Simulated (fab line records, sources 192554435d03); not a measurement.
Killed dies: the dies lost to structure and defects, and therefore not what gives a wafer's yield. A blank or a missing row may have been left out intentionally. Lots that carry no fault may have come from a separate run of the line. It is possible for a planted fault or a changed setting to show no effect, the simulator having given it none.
One fault seen from 3 desks + flow n5-finfet + each desk has only its own numbers; what lay behind them comes last

THE DEFECT DESK
Counts from the inspections along the route, per lot, as means over the sampled wafers that have a number. A lot is out of limits, marked OUT, if its mean lies more than 4 standard deviations from the usual mean; the brackets give that distance.
Columns: A = raw-defect-count at N5_BEOL_M9_INSPECT_30, usual 421
| lot  | first seen here | A   |
|------|-----------------|-----|
| L586 | day 9 23:19     | 419 |
| L587 | day 10 05:08    | 397 |
| L594 | day 11 16:00    | 530 |
| L605 | day 14 02:56    | 411 |
| L607 | day 15 21:27    | 387 |
This desk found nothing out of limits on any of the 5 lots.

AT THE METROLOGY DESK
What the gauges read for every lot (on any tool): the sampled wafers with a number, averaged. A lot is out of limits, marked OUT, if its mean lies more than 4 standard deviations from the usual mean; the brackets give that distance.
Columns: A = cd-nm at N5_BEOL_M9_CD_MEAS_28, usual 70.13 nm; B = V8_OVL at N5_BEOL_M9_OVL_MEAS_29, usual -0.5 nm
| lot  | first seen here | A     | B    |
|------|-----------------|-------|------|
| L586 | day 9 23:14     | 69.94 | -0.5 |
| L587 | day 10 05:02    | 70.25 | -0.4 |
| L594 | day 11 15:55    | 69.98 | -1.6 |
| L605 | day 14 02:51    | 70.12 | 0.2  |
| L607 | day 15 21:22    | 69.68 | -0.7 |
This desk found nothing out of limits on any of the 5 lots.

THE TOOL OWNER'S DESK: rie-diel-03
The tool's own readings at N5_BEOL_M9_VIA_ETCH_34 (etches SiCOH lowk in C4F6/O2, target depth 182.4 nm, time 68.4 s): means of the sampled wafers that have a number, for each lot that ran on this tool. A lot is out of limits, marked OUT, if its mean lies more than 4 standard deviations from the usual mean; the brackets give that distance. 7 of its 8 readings are shown: the first one out of limits and those lying furthest out on some lot.
Columns: A = drypump-motor-current-A at N5_BEOL_M9_VIA_ETCH_34, usual 5.6 A; B = oes_f_703_au at N5_BEOL_M9_VIA_ETCH_34, usual 0.74 a.u.; C = oes_o_777_au at N5_BEOL_M9_VIA_ETCH_34, usual 0.74 a.u.; D = oes-product-au at N5_BEOL_M9_VIA_ETCH_34, usual 0.74 a.u.; E = rf-fwd-power-W at N5_BEOL_M9_VIA_ETCH_34, usual 341.8 W; F = rf-vpp-V at N5_BEOL_M9_VIA_ETCH_34, usual 663 V; G = showerhead-plenum-p-Torr at N5_BEOL_M9_VIA_ETCH_34, usual 2.87 Torr
| lot  | first seen here | A   | B    | C    | D    | E               | F   | G    |
|------|-----------------|-----|------|------|------|-----------------|-----|------|
| L587 | day 10 05:20    | 5.8 | 0.72 | 0.72 | 0.74 | 341.6           | 670 | 2.92 |
| L594 | day 11 16:13    | 5.6 | 0.64 | 0.64 | 0.71 | 300.1 (-30) OUT | 714 | 2.90 |
This desk finds L594 out of limits, L594 being first, at day 11 16:13 (rf-fwd-power-W at N5_BEOL_M9_VIA_ETCH_34). In limits: L587.

BROUGHT TOGETHER
At day 11 16:13, on L594, the tool owner's desk was in a position to raise an alarm.
Nothing the defect desk looked at was out of limits.
At the metrology desk, nothing out of limits was observed.
The defect desk has L594 on record, within its limits.
The metrology desk has L594 on record, within its limits.
N5_BEOL_M9_VIA_ETCH_34 was run on rie-diel-03 by each of the lots named.

WHAT THE SIMULATOR HAD INSERTED
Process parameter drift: rie-diel-03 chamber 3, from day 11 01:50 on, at N5_BEOL_M9_VIA_ETCH_34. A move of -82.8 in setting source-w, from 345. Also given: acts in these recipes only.
Lots struck among those shown: L594.
Time in hours from fault onset to the first out-of-limits reading at each desk: the tool owner's desk, 14.
